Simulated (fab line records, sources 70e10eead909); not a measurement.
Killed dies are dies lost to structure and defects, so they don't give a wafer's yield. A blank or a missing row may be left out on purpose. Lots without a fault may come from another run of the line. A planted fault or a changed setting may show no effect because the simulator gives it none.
A struck lot beside a sound one | flow nand_harc | 14 steps out of a route of 1159
Sound: wafers L616.3, L616.4, L616.5. Struck: wafer L626.4. (L626.2 of the same lot was not struck and is left out.) The cause comes at the end.
At each step with rows: each side's tool, then ch and its chambers, then its first start. Under that, the readings that differ: sound wafers | struck wafers | difference of the means | sigmas: that difference in standard deviations of wafers without a fault.
alike: readings whose means differ by less than 2 such deviations, and words and numbers that are the same on both sides. not compared: withheld readings, readings that some wafer has no value for, bounds like >300 that may hide the same value, and numbers for which the record gives no deviation and whose values overlap.
The two part at a step that has a row with sigmas, a row that says differs or no value, or rows on one side only. Numbers that don't overlap but have no deviation are shown without sigmas and don't part them. A reading that every wafer of one side lacks parts them only if that side has two wafers or more.

NHARC_A_SLIT_ETCH_26: etches the open film in C4F8/O2/Ar, time 90 s, target depth 400 nm.
  sound on har_etch-02 ch 0,1, day 15 22:49; struck on har_etch-01 ch 0, day 18 16:29
  alike: drypump_motor_current_A, showerhead_plenum_p_Torr, throttle_valve_pct
  not compared: rf_hours_counter_h
then, 1 step without rows for these wafers: NHARC_A_SLIT_STRIP_28 (strips in O2/COS).
NHARC_A_SLIT_ETCH_29: etches the open film in CF4/O2, target depth 100 nm, overetch 10 nm, time 55 s.
  sound on rie_diel-13 ch 1,2,3, day 15 23:22; struck on rie_diel-13 ch 1, day 18 17:07
  alike: drypump_motor_current_A, oes_product_au, rf_vpp_V, showerhead_plenum_p_Torr, throttle_valve_pct
  not compared: rf_hours_counter_h
NHARC_A_SLIT_STRIP_18: strips in O2.
  sound on rie_diel-13 ch 2,3; struck on rie_diel-13 ch 1
  alike: drypump_motor_current_A, oes_product_au, rf_vpp_V, showerhead_plenum_p_Torr, throttle_valve_pct
  not compared: rf_hours_counter_h
then, 2 steps without rows for these wafers: NHARC_A_SLIT_PRECLEAN_19 (cleans in SC1); NHARC_A_SLIT_SRD_20.
NHARC_A_SLIT_CD_MEAS_21:
  sound on cd_sem-02, day 15 23:55; struck on cd_sem-02, day 18 17:38
  alike: cd_nm
then, 3 steps without rows for these wafers: NHARC_A_SIN_REMOVE_WET_00 (chemistry H3PO4, time 15300 s); NHARC_A_SIN_REMOVE_PRECLEAN_01 (cleans in SC1); NHARC_A_SIN_REMOVE_SRD_02.
NHARC_A_SIN_REMOVE_INSPECT_04:
  sound on defect_inspect-02, day 16 07:08; struck on defect_inspect-01, day 19 01:22
  reading          | sound       | struck | difference | sigmas
  raw_defect_count | 234 237 228 | 388    | +155       | +2
NHARC_A_WL_FILL_ALD_00: deposits Al2O3, target thk 3 nm, pulse time 3 s, ald cycles 30.
  sound on ald_hk-01 ch 0,1,3, day 16 07:14; struck on ald_hk-04 ch 0, day 19 01:29
  reading    | sound    | struck | difference | sigmas
  ald_cycles | 30 30 30 | 31     | +1         |
  alike: heater_power_w, precursor_pulse_height_rel
NHARC_A_WL_FILL_RTA_01: time 5 s.
  sound on rtp_anneal-02 ch 0, day 16 07:41; struck on rtp_anneal-02 ch 0, day 19 01:43
  alike: lamp_power_pct, lamp_zone_1_pct, lamp_zone_4_pct, wafer_temp_C_max
-- the record jumps here: 5 days lie between the struck wafers' starts before and after (it left off in module A_WL_FILL and takes up again in module END, whose first step shown is number 1159 of the route) --
NHARC_END_SORT_01:
  sound on prober-02 ch 0, day 21 01:55; struck on prober-01 ch 0, day 24 02:44
  alike: killed_at_array, killed_at_other, killed_at_periphery, killed_dies, killed_open, killed_short

WHERE THEY PART
Only at NHARC_A_SIN_REMOVE_INSPECT_04, within this record. Later steps at which nothing parts them and some readings are alike: NHARC_A_WL_FILL_ALD_00, NHARC_A_WL_FILL_RTA_01, NHARC_END_SORT_01.

WHY: what the simulator had put in
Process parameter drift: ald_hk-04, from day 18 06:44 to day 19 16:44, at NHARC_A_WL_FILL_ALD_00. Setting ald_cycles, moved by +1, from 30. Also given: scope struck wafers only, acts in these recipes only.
